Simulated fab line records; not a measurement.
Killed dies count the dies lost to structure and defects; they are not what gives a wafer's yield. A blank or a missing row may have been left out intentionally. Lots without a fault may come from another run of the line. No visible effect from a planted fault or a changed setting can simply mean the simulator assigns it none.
Which tool did it? :: flow n5 finfet :: route of 1938 steps, sampled at 1 step: 9 lots, 27 wafers

## WHAT THE GAUGES READ, wafer by wafer
N5_BEOL_M4_RC_MEAS_101.
lot: L626
measured: day 8 08:55
on: prober-02
DIBL_N (mV/V): 34.6 34.0 37.1

lot: L627
measured: day 8 13:37
on: prober-01
DIBL_N (mV/V): 36.0 35.2 37.9

lot: L628
measured: day 8 23:29
on: prober-01
DIBL_N (mV/V): 35.5 36.5 34.6

lot: L630
measured: day 9 17:30
on: prober-02
DIBL_N (mV/V): 37.9 35.0 37.2

lot: L629
measured: day 9 21:58
on: prober-02
DIBL_N (mV/V): 35.7 34.6 36.0

lot: L640
measured: day 11 20:44
on: prober-02
DIBL_N (mV/V): 34.3 32.1 35.0

lot: L642
measured: day 12 09:25
on: prober-02
DIBL_N (mV/V): 37.1 36.5 34.3

lot: L643
measured: day 12 14:55
on: prober-02
DIBL_N (mV/V): 34.0 37.2 35.8

lot: L645
measured: day 13 14:23
on: prober-01
DIBL_N (mV/V): 36.7 35.4 35.4

## WHAT TOOL EACH LOT RAN ON (gives the tool, then ch and the chambers of the sampled wafers, and finally the start)
The record shows no process step preceding these readings.

## THE ANSWER, worked out from the rows above alone
Rule: usual is defined by the lots themselves. The widest of any qualifying gaps counts: lots, ordered by their means at a reading, are off when they make up no more than a third of the lots, leave a main group of 4 or more, and stand apart from it by 3 or more times the standard deviation of that group's means. A main group is skipped when, at the precision printed for the reading in the tables above, its means are all equal. Also off: a lot with no number at a reading for which 4 or more lots have one. The other lots that the step has rows for count as sound.
Off: L640, seen at N5_BEOL_M4_RC_MEAS_101 (DIBL_N). The main group: mean 35.8 mV/V, standard deviation 0.46.
If a tool, at a process step before that reading, ran all the lots that are off and no sound lot after the first of them, it fits. The gauges at N5_BEOL_M4_RC_MEAS_101 are tried like those tools. No candidate that was tried fits.

## WHAT HAD BEEN PUT IN BY THE SIMULATOR
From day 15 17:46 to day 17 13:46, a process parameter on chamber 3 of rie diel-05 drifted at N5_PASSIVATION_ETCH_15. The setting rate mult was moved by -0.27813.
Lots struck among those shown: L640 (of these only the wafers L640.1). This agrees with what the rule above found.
